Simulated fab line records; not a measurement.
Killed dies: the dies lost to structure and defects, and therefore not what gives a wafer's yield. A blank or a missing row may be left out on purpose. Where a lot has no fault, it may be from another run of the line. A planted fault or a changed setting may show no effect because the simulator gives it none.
Chamber matching | flow nandHarc | NHARC_A_M0_PRE_CLEAN_31 on pecvd-02 has 3 sister chambers
The step time 12 s. 6 wafers are shown with their chamber, then 7 later ones without.

WAFERS WITH THEIR CHAMBER
wafer  | chamber | heaterPowerW (W)
L188.4 | 1       | 665
L204.1 | 0       | 539
L204.4 | 0       | 545
L204.6 | 2       | 690
L203.1 | 1       | 570
L203.2 | 2       | 615

WAFERS WITHOUT THEIR CHAMBER
wafer  | heaterPowerW (W)
L203.3 | 531
L205.4 | 702
L205.5 | 670
L205.6 | 523
L206.1 | 604
L206.3 | 603
L206.6 | 579

THE CHAMBER EACH PASSED THROUGH
wafer  | from the rows above          | in truth
L203.3 | can't be placed: 0 or 1      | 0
L205.4 | can't be placed: 2 or 1      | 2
L205.5 | can't be placed: 2 or 1      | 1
L205.6 | can't be placed: 0 or 1      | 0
L206.1 | can't be placed: 1 or 2 or 0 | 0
L206.3 | can't be placed: 1 or 2 or 0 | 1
L206.6 | can't be placed: 0 or 1 or 2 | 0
Placed correctly: 0 of 7. Unplaceable from these rows: 7, with the true chamber sitting among the candidates in 7. Number placed wrongly: 0.
How it was worked out, from the rows above alone: a wafer's distance from a chamber is the root of the sum, over the readings, of the square of ((its reading less the chamber's mean) divided by the reading's scatter). The wafer belongs to the nearest chamber; if the next one is less than 2 further off, it can't be placed. The mean given for a chamber averages the wafers shown for that chamber. How the scatter is found: for the shown wafers, subtract from each reading the mean of its chamber, square and add these, divide the total by (wafers less chambers), then take the root.
